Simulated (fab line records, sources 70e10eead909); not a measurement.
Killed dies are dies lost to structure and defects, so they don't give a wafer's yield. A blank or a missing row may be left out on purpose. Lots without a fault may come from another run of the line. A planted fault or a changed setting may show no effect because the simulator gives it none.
Chamber matching | flow nand_harc | NHARC_P_M0_DEP_32 on pecvd-03: 3 sister chambers
The step deposits SiCN, target thk 30 nm. 22 wafers are shown with their chamber, then 11 later ones without.

WAFERS WITH THEIR CHAMBER
wafer  | chamber | heater_power_w (W)
L075.2 | 2       | 547
L075.3 | 0       | 483
L075.5 | 0       | 473
L076.1 | 1       | 710
L076.2 | 2       | 550
L076.4 | 1       | 701
L076.3 | 0       | 409
L076.5 | 0       | 408
L076.6 | 2       | 554
L077.2 | 0       | 428
L077.4 | 2       | 592
L077.6 | 0       | 423
L079.2 | 0       | 496
L079.5 | 1       | 655
L079.6 | 2       | 544
L082.2 | 1       | 707
L082.4 | 0       | 561
L082.5 | 1       | 705
L085.1 | 0       | 547
L085.4 | 0       | 571
L085.6 | 2       | 545
L085.2 | 2       | 537

SIGNATURES (means of the wafers above)
reading        | chamber 0 | chamber 1 | chamber 2 | scatter within a chamber
heater_power_w | 479.90    | 695.60    | 552.71    | 45.8
Rule: a wafer's distance from a chamber is the root of the sum, over the readings, of the square of ((its reading less the chamber's mean) divided by the reading's scatter). The wafer belongs to the nearest chamber; if the next one is less than 2 further off, it can't be placed. The scatter: the root of (the sum of the squares of (reading less its chamber's mean) over the shown wafers, divided by (wafers less chambers)).

WAFERS WITHOUT THEIR CHAMBER
wafer  | heater_power_w (W)
L085.3 | 778
L085.5 | 779
L092.3 | 517
L092.4 | 702
L092.5 | 547
L092.1 | 577
L092.2 | 689
L092.6 | 578
L095.1 | 772
L095.4 | 605
L095.5 | 779

WHICH CHAMBER EACH WENT THROUGH
wafer  | from the rows above          | in truth
L085.3 | 1                            | 1
L085.5 | 1                            | 1
L092.3 | can't be placed: 2 or 0      | 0
L092.4 | 1                            | 1
L092.5 | can't be placed: 2 or 0      | 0
L092.1 | can't be placed: 2 or 0      | 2
L092.2 | 1                            | 1
L092.6 | can't be placed: 2 or 0      | 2
L095.1 | 1                            | 1
L095.4 | can't be placed: 2 or 1 or 0 | 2
L095.5 | 1                            | 1
Placed correctly: 6 of 11. Can't be placed from these rows: 5 (the true chamber is among the candidates in 5). Placed wrongly: 0.
